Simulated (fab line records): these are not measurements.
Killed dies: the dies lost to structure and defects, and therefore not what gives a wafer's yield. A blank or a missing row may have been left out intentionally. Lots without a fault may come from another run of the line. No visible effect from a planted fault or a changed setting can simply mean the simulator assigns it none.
Chamber matching || flow n5Finfet || 4 sister chambers for N5_BEOL_M11_VIA_ETCH_34 on rieDiel-01
The step etches SiCOH lowk in C4F6/O2, target depth 184.5 nm, time 69.2 s. 14 wafers are shown with their chamber, then 7 later ones without.

## WAFERS, EACH WITH ITS CHAMBER
{"wafer": "L075.2", "chamber": 3, "showerheadPlenumPTorr (Torr)": 2.70, "drypumpMotorCurrentA (A)": 6.4, "throttleValvePct (%)": 20.96}
{"wafer": "L075.3", "chamber": 0, "showerheadPlenumPTorr (Torr)": 2.84, "drypumpMotorCurrentA (A)": 5.7, "throttleValvePct (%)": 21.24}
{"wafer": "L075.5", "chamber": 1, "showerheadPlenumPTorr (Torr)": 2.83, "drypumpMotorCurrentA (A)": 6.1, "throttleValvePct (%)": 21.21}
{"wafer": "L078.1", "chamber": 0, "showerheadPlenumPTorr (Torr)": 2.83, "drypumpMotorCurrentA (A)": 5.7, "throttleValvePct (%)": 21.26}
{"wafer": "L078.2", "chamber": 3, "showerheadPlenumPTorr (Torr)": 2.69, "drypumpMotorCurrentA (A)": 6.5, "throttleValvePct (%)": 20.96}
{"wafer": "L078.3", "chamber": 2, "showerheadPlenumPTorr (Torr)": 2.91, "drypumpMotorCurrentA (A)": 5.5, "throttleValvePct (%)": 21.20}
{"wafer": "L082.4", "chamber": 1, "showerheadPlenumPTorr (Torr)": 2.82, "drypumpMotorCurrentA (A)": 6.0, "throttleValvePct (%)": 21.23}
{"wafer": "L082.5", "chamber": 3, "showerheadPlenumPTorr (Torr)": 2.69, "drypumpMotorCurrentA (A)": 6.4, "throttleValvePct (%)": 20.96}
{"wafer": "L082.6", "chamber": 2, "showerheadPlenumPTorr (Torr)": 2.91, "drypumpMotorCurrentA (A)": 5.5, "throttleValvePct (%)": 21.21}
{"wafer": "L081.2", "chamber": 0, "showerheadPlenumPTorr (Torr)": 2.83, "drypumpMotorCurrentA (A)": 5.8, "throttleValvePct (%)": 21.26}
{"wafer": "L081.3", "chamber": 2, "showerheadPlenumPTorr (Torr)": 2.91, "drypumpMotorCurrentA (A)": 5.5, "throttleValvePct (%)": 21.21}
{"wafer": "L081.5", "chamber": 3, "showerheadPlenumPTorr (Torr)": 2.69, "drypumpMotorCurrentA (A)": 6.4, "throttleValvePct (%)": 20.96}
{"wafer": "L089.2", "chamber": 2, "showerheadPlenumPTorr (Torr)": 2.90, "drypumpMotorCurrentA (A)": 5.5, "throttleValvePct (%)": 21.27}
{"wafer": "L089.4", "chamber": 0, "showerheadPlenumPTorr (Torr)": 2.82, "drypumpMotorCurrentA (A)": 5.7, "throttleValvePct (%)": 21.29}

SIGNATURES (means of the wafers above)
{"reading": "showerheadPlenumPTorr", "chamber 0": 2.8300, "chamber 1": 2.8250, "chamber 2": 2.9075, "chamber 3": 2.6925, "scatter within a chamber": 0.00632}
{"reading": "drypumpMotorCurrentA", "chamber 0": 5.725, "chamber 1": 6.050, "chamber 2": 5.500, "chamber 3": 6.425, "scatter within a chamber": 0.0447}
{"reading": "throttleValvePct", "chamber 0": 21.2625, "chamber 1": 21.2200, "chamber 2": 21.2225, "chamber 3": 20.9600, "scatter within a chamber": 0.0213}
Rule: for a wafer and a chamber, the distance is found by dividing, reading by reading, the gap between the wafer's reading and the chamber's mean by the reading's scatter, squaring, summing and taking the root. If the next closest chamber is less than 2 further off than the closest, the wafer can't be placed; otherwise it belongs to the closest. The scatter: the root of (the sum of the squares of (reading less its chamber's mean) over the shown wafers, divided by (wafers less chambers)).

## WAFERS WITH NO CHAMBER GIVEN
{"wafer": "L089.5", "showerheadPlenumPTorr (Torr)": 2.81, "drypumpMotorCurrentA (A)": 6.0, "throttleValvePct (%)": 21.28}
{"wafer": "L092.4", "showerheadPlenumPTorr (Torr)": 2.89, "drypumpMotorCurrentA (A)": 5.5, "throttleValvePct (%)": 21.27}
{"wafer": "L092.5", "showerheadPlenumPTorr (Torr)": 2.69, "drypumpMotorCurrentA (A)": 6.5, "throttleValvePct (%)": 20.98}
{"wafer": "L092.6", "showerheadPlenumPTorr (Torr)": 2.82, "drypumpMotorCurrentA (A)": 5.8, "throttleValvePct (%)": 21.30}
{"wafer": "L094.1", "showerheadPlenumPTorr (Torr)": 2.80, "drypumpMotorCurrentA (A)": 6.1, "throttleValvePct (%)": 20.99}
{"wafer": "L094.2", "showerheadPlenumPTorr (Torr)": 2.89, "drypumpMotorCurrentA (A)": 5.5, "throttleValvePct (%)": 21.28}
{"wafer": "L094.3", "showerheadPlenumPTorr (Torr)": 2.68, "drypumpMotorCurrentA (A)": 6.5, "throttleValvePct (%)": 21.00}

## THE CHAMBER EACH PASSED THROUGH
{"wafer": "L089.5", "from the rows above": 1, "in truth": 1}
{"wafer": "L092.4", "from the rows above": 2, "in truth": 2}
{"wafer": "L092.5", "from the rows above": 3, "in truth": 3}
{"wafer": "L092.6", "from the rows above": 0, "in truth": 0}
{"wafer": "L094.1", "from the rows above": 1, "in truth": 1}
{"wafer": "L094.2", "from the rows above": 2, "in truth": 2}
{"wafer": "L094.3", "from the rows above": 3, "in truth": 3}
Correct placement for 7 of the 7. From these rows, 0 cannot be placed. 0 placed wrongly.
